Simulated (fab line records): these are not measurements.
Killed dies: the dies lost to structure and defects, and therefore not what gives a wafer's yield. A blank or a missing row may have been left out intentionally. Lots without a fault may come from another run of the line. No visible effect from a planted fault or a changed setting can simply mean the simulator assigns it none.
Matching of chambers -- flow nandHarc -- 4 sister chambers for NHARC_A_STAIRCASE_TRIM_196 on rieDiel-06
The step chemistry O2, time 211.2 s. 14 wafers are shown with their chamber, then 7 later ones without.

WAFERS PAIRED WITH THEIR CHAMBERS
wafer,chamber,showerheadPlenumPTorr (Torr),drypumpMotorCurrentA (A),oesProductAu (a.u.)
L074.1,3,3.44,6.3,1.000
L074.2,0,3.45,6.2,1.024
L074.6,0,3.45,6.2,1.015
L078.1,1,3.37,5.5,1.009
L078.2,2,3.79,6.4,1.007
L078.6,3,3.43,6.2,1.006
L079.2,3,3.43,6.3,0.999
L079.4,1,3.37,5.5,0.988
L079.5,0,3.44,6.2,1.017
L080.1,2,3.79,6.3,1.003
L080.2,3,3.43,6.2,1.021
L080.6,1,3.37,5.6,0.997
L089.2,2,3.77,6.3,0.999
L089.4,3,3.41,6.2,0.979

SIGNATURES (means of the wafers above)
reading,chamber 0,chamber 1,chamber 2,chamber 3,scatter within a chamber
showerheadPlenumPTorr,3.4467,3.3700,3.7833,3.4280,0.00902
drypumpMotorCurrentA,6.200,5.533,6.333,6.240,0.0503
oesProductAu,1.01867,0.99800,1.00300,1.00100,0.011
Rule: a wafer's distance from a chamber is the root of the sum, over the readings, of the square of ((its reading less the chamber's mean) divided by the reading's scatter). If the next closest chamber is less than 2 further off than the closest, the wafer can't be placed; otherwise it belongs to the closest. The scatter: the root of (the sum of the squares of (reading less its chamber's mean) over the shown wafers, divided by (wafers less chambers)).

WAFERS WITHOUT THEIR CHAMBER
wafer,showerheadPlenumPTorr (Torr),drypumpMotorCurrentA (A),oesProductAu (a.u.)
L089.5,3.41,6.2,0.970
L093.1,3.34,5.6,1.026
L093.2,3.41,6.2,0.992
L093.5,3.40,6.2,0.963
L095.1,3.76,6.4,0.991
L095.2,3.34,5.6,1.018
L095.6,3.76,6.4,0.981

WHICH CHAMBER EACH WENT THROUGH
wafer,from the rows above,in truth
L089.5,3,3
L093.1,1,1
L093.2,3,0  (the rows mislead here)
L093.5,3,3
L095.1,2,2
L095.2,1,1
L095.6,2,2
6 of 7 placed correctly. Number that these rows cannot place: 0. Placed wrongly: 1.
